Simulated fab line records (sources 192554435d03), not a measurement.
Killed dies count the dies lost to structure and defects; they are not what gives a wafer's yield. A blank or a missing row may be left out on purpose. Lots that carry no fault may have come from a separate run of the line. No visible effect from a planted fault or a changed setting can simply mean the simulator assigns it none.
2 desks, one fault	flow n5Finfet	each desk holds nothing but its own numbers, with what lay behind them at the end

## THE METROLOGY DESK
What the gauges read for every lot (on any tool): the sampled wafers with a number, averaged. Any lot whose mean is over 4 standard deviations away from the usual mean is out of limits and marked OUT; that distance is given in the brackets. 7 of its 11 readings are shown, namely those furthest out on some lot.
Columns: A = DIBL_N at N5_BEOL_M4_RC_MEAS_101, usual 36.5 mV/V; B = DIBL_P at N5_BEOL_M4_RC_MEAS_101, usual 36.9 mV/V; C = IOFF_N at N5_BEOL_M4_RC_MEAS_101, usual 0.17 nA/um; D = IOFF_P at N5_BEOL_M4_RC_MEAS_101, usual 0.22 nA/um; E = SS_N at N5_BEOL_M4_RC_MEAS_101, usual 71.6 mV/dec; F = SS_P at N5_BEOL_M4_RC_MEAS_101, usual 73.5 mV/dec; G = VT_P at N5_BEOL_M4_RC_MEAS_101, usual -250 mV
lot	first seen here	A	B	C	D	E	F	G
L620	day 8 03:10	33.9	33.9	0.11	0.15	70.8	72.0	-257
L621	day 8 22:06	35.9	36.2	0.15	0.21	71.3	73.3	-250
L622	day 9 01:56	35.6	36.6	0.13	0.20	71.5	72.8	-252
L625	day 9 02:47	35.8	37.0	0.17	0.25	71.3	73.4	-247
L627	day 9 17:59	35.7	34.8	0.14	0.22	71.4	73.5	-247
L628	day 10 20:55	35.9	35.3	0.14	0.19	72.3	73.3	-254
L639	day 13 01:33	35.5	35.8	0.15	0.18	71.6	73.2	-252
L642	day 13 15:56	37.1	37.9	0.16	0.22	71.3	73.9	-251
L641	day 14 00:05	37.0	35.8	0.14	0.20	71.5	73.4	-252
L643	day 14 20:17	41.2	43.5	0.26	0.31	72.8	74.8	-245
Finding of this desk: none of the 10 lots has anything out of limits.

## THE TOOL OWNER'S DESK: lithoTrack-02
The tool's own readings at N5_BEOL_M4_COAT_22 (resist thk 30 nm): means of the sampled wafers that have a number, for each lot that ran on this tool. Any lot whose mean is over 4 standard deviations away from the usual mean is out of limits and marked OUT; that distance is given in the brackets.
Columns: A = spinSpeedRpm at N5_BEOL_M4_COAT_22, usual 1500.1 rpm
lot	first seen here	A
L620	day 8 02:51	1500.4
L621	day 8 21:40	1500.3
L625	day 9 02:22	1500.5
L627	day 9 17:41	1705.0 (+99 or more) OUT
L628	day 10 20:28	1705.9 (+99 or more) OUT
L642	day 13 15:31	1500.1
L641	day 13 23:40	1499.8
This desk's finding: out of limits on L627, L628; first on L627, day 9 17:41 (spinSpeedRpm at N5_BEOL_M4_COAT_22). L620, L621, L625, L642, L641: within limits.

## ALL TOGETHER
The tool owner's desk could have raised an alarm at day 9 17:41, on L627, L628.
The metrology desk saw nothing out of limits.
The metrology desk holds a record of L627, L628, inside its limits.
The lots listed all ran N5_BEOL_M4_COAT_22 on lithoTrack-02.

## WHAT THE SIMULATOR HAD INSERTED
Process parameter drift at N5_BEOL_M4_COAT_22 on lithoTrack-02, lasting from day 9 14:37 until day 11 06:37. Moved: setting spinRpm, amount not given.
Lots struck among those shown: L627, L628.
Each desk's first reading out of limits, in hours after the fault started: the tool owner's desk, 3.
